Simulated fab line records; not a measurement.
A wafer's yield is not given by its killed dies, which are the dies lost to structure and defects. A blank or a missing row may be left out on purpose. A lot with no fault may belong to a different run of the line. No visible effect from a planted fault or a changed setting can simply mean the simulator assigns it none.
fab line records :: flow n5_finfet
record:
  lots: 3
  wafers: 9
  last_day: 17
route steps=1938 shown BEOL_M8@1392 BEOL_M9@1401 PASSIVATION@1936
lots that met no fault: taken from a fault-free run of the same line
start_h: hours from the record's first day to the start of the lot's first wafer shown :: wait_h: how many hours have passed since the lot's step before this one :: " identical to the entry in the row above :: L1.1+2: a single row standing in for several wafers :: - no value present, or no start provided :: * or withheld: withheld :: < > ~ a bound
route shown NAME@n: names a module that has steps shown in the file, with the first one's number in the route :: usual: average and standard deviation across the fault-free wafers :: same: alike in all rows :: chamber/n: place in a boat :: sites: readings site by site :: _std_site: the values' standard deviation :: _edge_site: inner sites' mean taken away from outer sites' mean :: radius_mm: how far each site lies from the wafer's centre :: mask NAME#n: copy n :: behind: tool/chamber where the wafer was last shaped :: hold: reason for holding the lot/hours on hold/outcome of the hold :: device: names the non-switching transistor (n, p or np) :: end of line: the route-end tests of the same wafers :: a step without rows: its recipe alone :: killed: dies lost to structure and defects at the first sort, not the wafer's yield :: map: the dies of a wafer, with x for killed, . for not killed, _ for no die there
set.NAME: the setting the step ran with; set.NAME@STEP: the setting that earlier step ran with :: model.NAME: the simulator's own value behind a step, which no gauge read
a table for each step, a row for each wafer; lots at some steps of the route
services: a tool's chamber out of use, with start hour (start_h, from the record's first day; less than 0 if before it), hours out, and reason
== steps ==
step: N5_BEOL_M8_SPUTTER_48
recipe:
  material: Cu
  target_thk_a: 100
  temp_c: -20
  bias_v: 60
  power_w: 26000
  chamber_pressure_pa: 0.13
  time_s: 1.667
step: N5_BEOL_M8_ECD_50
recipe:
  material: Cu
  target_thk_a: 3000
step: N5_BEOL_M8_ANNEAL_51
recipe:
  temp_c: 225
  time_s: 90
  ambient: N2
step: N5_BEOL_M8_CMP_52
recipe:
  stop_on: SiCOH_lowk
  t_overpolish_s: 6.9
  down_force_psi: 1
  platen_rpm: 50
  clearing_platen_down_force_psi: 1.5
  clearing_platen_rpm: 50
  post_cmp_clean: cu_alkaline
  target_thk_nm: 80
  clearing_platen_pad_velocity_m_s: 0.99484
  pad_velocity_m_s: 0.99484
step: N5_BEOL_M8_PRE_CLEAN_55
recipe:
  gas: NH3
  time_s: 15
  temp_c: withheld
  rf_power_w: 300
step: N5_BEOL_M8_DEP_56
recipe:
  material: SiCN
  target_thk_a: 100
  temp_c: withheld
  precursor: 3MS/NH3
  pressure_torr: 3
  rf_w: 202
  time_s: 17.5
step: N5_BEOL_M9_ILD_DEP_00
recipe:
  material: SiCOH_lowk
  target_thk_a: 3085.1
  temp_c: 300
  precursor: DEMS/porogen
  pressure_torr: 5
  rf_w: 500
  time_s: 58
step: N5_BEOL_M9_CURE_71
recipe:
  temp_c: 385
  time_s: 240
  ambient: He/Ar
  material: SiCOH_lowk
step: N5_BEOL_M9_PECVD_70
recipe:
  material: SiO2
  target_thk_a: 200
  temp_c: 400
  precursor: TEOS/O2
  pressure_torr: 5.5
  rf_w: 450
  teos_flow_sccm: 53.8
  gas: O2
  flow_sccm: 3000
  time_s: 22.7
usual:
  heater_power_w: 760/73
  showerhead_plenum_p_Torr: 8.79/0.059
  susceptor_temp_C: 400.01/0.23
  throttle_valve_pct: 22.2/0.77
lot.wafer: L525.1
tool: pecvd-01
chamber: 1
start_h: 224.02
wait_h: 0.0
heater_power_w: 755
showerhead_plenum_p_Torr: 8.75
since_wet_clean_h: 1653
susceptor_temp_C: 399.93
throttle_valve_pct: 22.1

lot.wafer: L525.2
tool: pecvd-01
chamber: 0
start_h: 224.02
wait_h: 0.0
heater_power_w: 800
showerhead_plenum_p_Torr: 8.81
since_wet_clean_h: 928
susceptor_temp_C: 399.99
throttle_valve_pct: 22.4

lot.wafer: L525.5
tool: pecvd-01
chamber: 1
start_h: 224.02
wait_h: 0.0
heater_power_w: 755
showerhead_plenum_p_Torr: 8.74
since_wet_clean_h: -
susceptor_temp_C: 399.76
throttle_valve_pct: 22.4

lot.wafer: L534.1
tool: pecvd-01
chamber: 2
start_h: 269.27
wait_h: 0.0
heater_power_w: 772
showerhead_plenum_p_Torr: 8.79
since_wet_clean_h: 191
susceptor_temp_C: 399.42
throttle_valve_pct: 21.0

lot.wafer: L534.4
tool: pecvd-01
chamber: 2
start_h: 269.27
wait_h: 0.0
heater_power_w: 788
showerhead_plenum_p_Torr: 8.76
since_wet_clean_h: -
susceptor_temp_C: 399.79
throttle_valve_pct: 20.7

lot.wafer: L534.6
tool: pecvd-01
chamber: 1
start_h: 269.27
wait_h: 0.0
heater_power_w: 799
showerhead_plenum_p_Torr: 8.76
since_wet_clean_h: -
susceptor_temp_C: 399.81
throttle_valve_pct: 22.3

lot.wafer: L545.3
tool: pecvd-02
chamber: 1
start_h: 336.94
wait_h: 0.0
heater_power_w: 773
showerhead_plenum_p_Torr: 8.72
since_wet_clean_h: 2128
susceptor_temp_C: 399.76
throttle_valve_pct: 21.9

lot.wafer: L545.4
tool: pecvd-02
chamber: 0
start_h: 336.94
wait_h: 0.0
heater_power_w: 742
showerhead_plenum_p_Torr: 8.85
since_wet_clean_h: -
susceptor_temp_C: 400.28
throttle_valve_pct: 21.8

lot.wafer: L545.6
tool: pecvd-02
chamber: 2
start_h: 336.94
wait_h: 0.0
heater_power_w: 775
showerhead_plenum_p_Torr: 8.87
since_wet_clean_h: -
susceptor_temp_C: 400.08
throttle_valve_pct: 23.3
step: N5_BEOL_M9_HM_DEP_02
recipe:
  material: TiN
  target_thk_a: 200
  temp_c: 25
  chamber_pressure_pa: 0.49996
step: N5_BEOL_M9_COAT_59
recipe:
  resist: SOC
  temp_c: 250
  time_s: 60
  spin_rpm: 1500
  resist_thk_nm: 100
step: N5_BEOL_M9_COAT_60
recipe:
  resist: SiARC
  temp_c: 220
  time_s: 60
  spin_rpm: 1500
  resist_thk_nm: 30
step: N5_BEOL_M9_COAT_05
recipe:
  resist: CAR-ArF
  spin_rpm: 1500
  resist_thk_nm: 90
step: N5_BEOL_M9_EBR_07
recipe:
  solvent: PGMEA
  ebr_width_mm: 1.5
step: N5_BEOL_M9_SOFTBAKE_06
recipe:
  temp_c: 110
  time_s: 60
  resist: CAR-ArF
step: N5_BEOL_M9_EXPOSE_08
recipe:
  mask_id: M9
  na: 1.35
  source_shape: dipole
  sigma_inner: 0.411
  sigma_outer: 0.611
  polarization: te
  dose_mj: 53.75
step: N5_BEOL_M9_PEB_09
recipe:
  peb_temp_c: withheld
  peb_time_s: 60
  resist: CAR-ArF
step: N5_BEOL_M9_DEVELOP_10
recipe:
  develop_time_s: 30
  developer: TMAH
  resist: CAR-ArF
  rinse_liquid: diw
  dry: air_spin
  dev_temp_c: 23
step: N5_BEOL_M9_INSPECT_13
recipe:
  mode: adi
  inspect_instrument: brightfield
usual:
  raw_defect_count: 369/79
lot.wafer: L525.1
tool: defect_inspect-01
chamber: -
start_h: 224.54
wait_h: 0.0
raw_defect_count: 374

lot.wafer: L525.2
tool: defect_inspect-01
chamber: -
start_h: 224.54
wait_h: 0.0
raw_defect_count: 363

lot.wafer: L525.5
tool: defect_inspect-01
chamber: -
start_h: 224.54
wait_h: 0.0
raw_defect_count: 433

lot.wafer: L534.1
tool: defect_inspect-02
chamber: -
start_h: 270.45
wait_h: 0.0
raw_defect_count: 501

lot.wafer: L534.4
tool: defect_inspect-02
chamber: -
start_h: 270.45
wait_h: 0.0
raw_defect_count: 368

lot.wafer: L534.6
tool: defect_inspect-02
chamber: -
start_h: 270.45
wait_h: 0.0
raw_defect_count: 1339

lot.wafer: L545.3
tool: defect_inspect-01
chamber: -
start_h: 338.81
wait_h: 0.0
raw_defect_count: 383

lot.wafer: L545.4
tool: defect_inspect-01
chamber: -
start_h: 338.81
wait_h: 0.0
raw_defect_count: 440

lot.wafer: L545.6
tool: defect_inspect-01
chamber: -
start_h: 338.81
wait_h: 0.0
raw_defect_count: 360
step: N5_BEOL_M9_DESCUM_16
recipe:
  chemistry: O2
  time_s: 7.9
  source_power_w: 50
  bias_power_w: 20
  pressure_mtorr: 20
  rf_frequency_hz: 2.712e+07
  temp_c: 40
  resist: CAR-ArF
  o2_flow_sccm: 225
step: N5_BEOL_M9_ETCH_61
recipe:
  chemistry: CF4
  target: SiARC
  target_depth_a: 390
  mask_material: CAR-ArF
  time_s: 65
  ion_energy_ev: 80
  pressure_mtorr: 40
  source_w: 545
  bias_w: 36
  Ar_flow_sccm: 100
  cf4_flow_sccm: 100
  ends: cleared
step: N5_BEOL_M9_ETCH_62
recipe:
  chemistry: N2/H2
  target: SOC
  target_depth_a: 1100
  overetch_a: 220
  mask_material: SiARC
  temp_c: 40
  time_s: 165
  ion_energy_ev: 200
  pressure_mtorr: 30
  source_w: 840
  bias_w: 150
  n2_flow_sccm: 200
  h2_flow_sccm: 200
step: N5_BEOL_M9_STRIP_68
recipe:
  chemistry: N2/H2
  temp_c: 40
  n2_flow_sccm: 200
  h2_flow_sccm: 200
  rf_frequency_hz: 6e+07
step: N5_BEOL_M9_STRIP_67
recipe:
  chemistry: CF4
  resist: SiARC
  power_w: 300
  bias_power_w: 75
  pressure_mtorr: 50
  cf4_flow_sccm: 150
  rf_frequency_hz: 6e+07
step: N5_BEOL_M9_HM_OPEN_17
recipe:
  chemistry: Cl2/BCl3
  target_depth_a: 200
  overetch_a: 60
  target: TiN
  mask_material: SOC
  ion_energy_ev: 150
  pressure_mtorr: 10
  icp_w: 1000
  bias_w: 126
  Cl2_flow_sccm: 53.25
  bcl3_flow_sccm: 21.75
  Ar_flow_sccm: 25
step: N5_BEOL_M9_STRIP_19
recipe:
  chemistry: O2
  power_w: 400
  temp_c: 40
  pressure_mtorr: 30
  rf_frequency_hz: 6e+07
  bias_power_w: 0
  overash_fraction: 0.2
  o2_flow_sccm: 225
step: N5_BEOL_M9_COAT_63
recipe:
  resist: SOC
  temp_c: 250
  time_s: 60
  spin_rpm: 1500
  resist_thk_nm: 60
step: N5_BEOL_M9_COAT_64
recipe:
  resist: SiARC
  temp_c: 220
  time_s: 60
  spin_rpm: 1500
  resist_thk_nm: 12
step: N5_BEOL_M9_COAT_75
recipe:
  resist: underlayer
  temp_c: 205
  time_s: 60
  spin_rpm: 1500
  resist_thk_nm: 5
step: N5_BEOL_M9_COAT_22
recipe:
  resist: CAR-EUV
  spin_rpm: 1500
  resist_thk_nm: 30
step: N5_BEOL_M9_EBR_24
recipe:
  solvent: PGMEA
  ebr_width_mm: 1.5
step: N5_BEOL_M9_SOFTBAKE_23
recipe:
  temp_c: 110
  time_s: 60
  resist: CAR-EUV
step: N5_BEOL_M9_EXPOSE_25
recipe:
  mask_id: V8
  na: 0.33
  source_shape: annular
  sigma_inner: 0.4
  sigma_outer: 0.8
  polarization: unpolarized
  dose_mj: 37.25
step: N5_BEOL_M9_PEB_26
recipe:
  peb_temp_c: 100
  peb_time_s: 60
  resist: CAR-EUV
step: N5_BEOL_M9_DEVELOP_27
recipe:
  develop_time_s: 30
  developer: TMAH
  resist: CAR-EUV
  rinse_liquid: surfactant_rinse
  dry: air_spin
  dev_temp_c: 23
step: N5_BEOL_M9_INSPECT_30
recipe:
  mode: adi
  inspect_instrument: brightfield
usual:
  raw_defect_count: 368/76
lot.wafer: L525.1
tool: defect_inspect-02
chamber: -
start_h: 226.16
wait_h: 0.1
raw_defect_count: 373

lot.wafer: L525.2
tool: defect_inspect-02
chamber: -
start_h: 226.16
wait_h: 0.1
raw_defect_count: 384

lot.wafer: L525.5
tool: defect_inspect-02
chamber: -
start_h: 226.16
wait_h: 0.1
raw_defect_count: 427

lot.wafer: L534.1
tool: defect_inspect-02
chamber: -
start_h: 271.38
wait_h: 0.1
raw_defect_count: 487

lot.wafer: L534.4
tool: defect_inspect-02
chamber: -
start_h: 271.38
wait_h: 0.1
raw_defect_count: 371

lot.wafer: L534.6
tool: defect_inspect-02
chamber: -
start_h: 271.38
wait_h: 0.1
raw_defect_count: 1359

lot.wafer: L545.3
tool: defect_inspect-01
chamber: -
start_h: 342.05
wait_h: 0.0
raw_defect_count: 378

lot.wafer: L545.4
tool: defect_inspect-01
chamber: -
start_h: 342.05
wait_h: 0.0
raw_defect_count: 439

lot.wafer: L545.6
tool: defect_inspect-01
chamber: -
start_h: 342.05
wait_h: 0.0
raw_defect_count: 360
step: N5_PASSIVATION_PROBE_49
usual:
  defect_limited_yield: 91.3/1.3
  killed_at_M0_to_M3: 33/8.9
  killed_at_M4_up: 15/5.4
  killed_at_contacts: 13/5.8
  killed_at_front_end: 39/9.9
  killed_at_other: 3.2/2.9
  killed_dies: 102/15
  killed_on_rim: 13/3.7
  killed_open: 68/12
  killed_short: 34/7.6
  sort_bin_5_function: 5.1/0.89
  sort_bin_6_memory: 3.2/0.63
  sort_n_pass: 1078/15
  sort_yield_pct: 91.3/1.3
same:
  gross_dies: 1180
  killed_at_back_side: 0
  sort_bin_4_leakage[%]: 0
  sort_bin_8_speed[%]: 0
lot.wafer: L534.6
tool: prober-01
chamber: -
start_h: 332.80
wait_h: 0.3
defect_limited_yield[%]: 81.9
killed_at_M0_to_M3: 35
killed_at_M4_up: 120
killed_at_contacts: 11
killed_at_front_end: 44
killed_at_other: 4
killed_dies: 214
killed_on_rim: 32
killed_open: 75
killed_short: 29
sort_bin_5_function[%]: 11.1
sort_bin_6_memory[%]: 4.2
sort_n_pass: 966
sort_yield_pct[%]: 81.9
killed by level:class
L534.6 BEOL_M9:unspecified=109 STI_FIN_REVEAL:geometric_particle:open=22 BEOL_M2:geometric_particle:open=11 FIN_SAQP:geometric_particle:open=9 MOL_CONTACT_COAG:geometric_particle:open=8 BEOL_M3:geometric_particle:open=8 BEOL_M0_SAQP:geometric_particle:open=6 BEOL_M0_SAQP:geometric_particle:short=5
map L534.6 (x killed, . not)
_________________..........x.________________
______________...x............x._____________
___________....................x...__________
__________x..............x...x......_________
________.x..........................xx_______
_______..........x.....x.........x.....______
______......xx......x.......x..........._____
_____.........x.....x.......x........x...____
____x...x.....x.......x....x...x..........___
___x......x...................x............__
___.x.............x..x................xx...__
__.........x.x...........x.................x_
__...x...........x.........................._
_....x................x.........x...........x
_.x..........x..x.......x..x.x.x.x.....x.....
_..........x........x........................
_.............................x...........x..
_x.....................x...........x.x.......
_..........x......x....x.......x....xx......x
_............xx............x.........x...x...
_x....x.x..........x.........................
__...........x.xx.x............x.........x.._
__....x...x.x.x..x...........x......x....x.._
___......xxxxxxx...........................__
___.....xxxxxxxxx.............x.....x...x..__
____..xxxxxxxxxxxxxxxx....................___
_____.xxxxxxxxxxxxxx................x....____
______.xxxxxxxxxx.xx.x..x...xx.........._____
_______xxxxxxxxxxxxxx..............x...______
________.xxxxxxxxxxx.x.x...........x.x_______
__________xxxxxxxxx..x...x.x.x......_________
___________xxxxxxxx.xx.............__________
______________xxx..............._____________
_________________............________________
map L525.2 (x killed, . not)
_________________..........x.________________
______________..x.....x.......x._____________
___________x....................x..__________
__________.x....................x..._________
________...........x.................._______
_______....x.....................xx....______
______..................x............x.._____
_____....x................x......x.......____
____....................x............x..x.___
___.............x........x.....x...x.......__
___....x..x...............x..x..x..........__
__..........xx..x......................x...._
__.....x.....x....................x........._
_....xx........x.............x..x............
_........x...x............xx.................
_......................x.....................
_...................x.......x................
_..x................x...xx...................
_..............................x.............
_.....x.........x.....xx.....................
_..x.....x..x.......x.....x...xxx............
__.....x......................x...........x._
__.............x.....x...x........x..x.x...._
___..x.........x.........xx...x............__
___..x......x..............x...............__
____.............x...........x.x..........___
_____...x....x...x..x.....x.........x....____
______.................................._____
_______..........x.....................______
________...............x.............._______
__________x..x.x....x..............._________
___________x......x.....x..........__________
______________................x._____________
_________________.....x...x..________________
== services ==
tool: pecvd-01
chamber: 1
start_h: 274.01
hours: 5.5
kind: scheduled_down

tool: pecvd-01
chamber: -
start_h: 330.40
hours: 2.8
kind: pm
== key ==
first_sign:
  step: N5_BEOL_M9_INSPECT_13
  reading: raw_defect_count
  direction: up
  sigmas: 12
  usual: 369
  struck: 1339
effect:
  step: N5_BEOL_M9_INSPECT_30
  reading: raw_defect_count
  direction: up
  sigmas: 13
  usual: 368
  struck: 1359
effect:
  step: N5_PASSIVATION_PROBE_49
  reading: killed_at_M4_up
  direction: up
  sigmas: 20
  usual: 15
  struck: 120
more_kills_born_at:
  N5_BEOL_M9_PECVD_70@pecvd-01: 109
met_at N5_BEOL_M9_PECVD_70
struck_wafers L534.6
onset_between 224.02 269.27
fault:
  kind: chamber_particle_source
  tool: pecvd-01
  chamber: 1
  onset_h: 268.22
  steps: N5_BEOL_M9_PECVD_70
  rate_per_visit_cm2: 1.2346
  end_h: 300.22
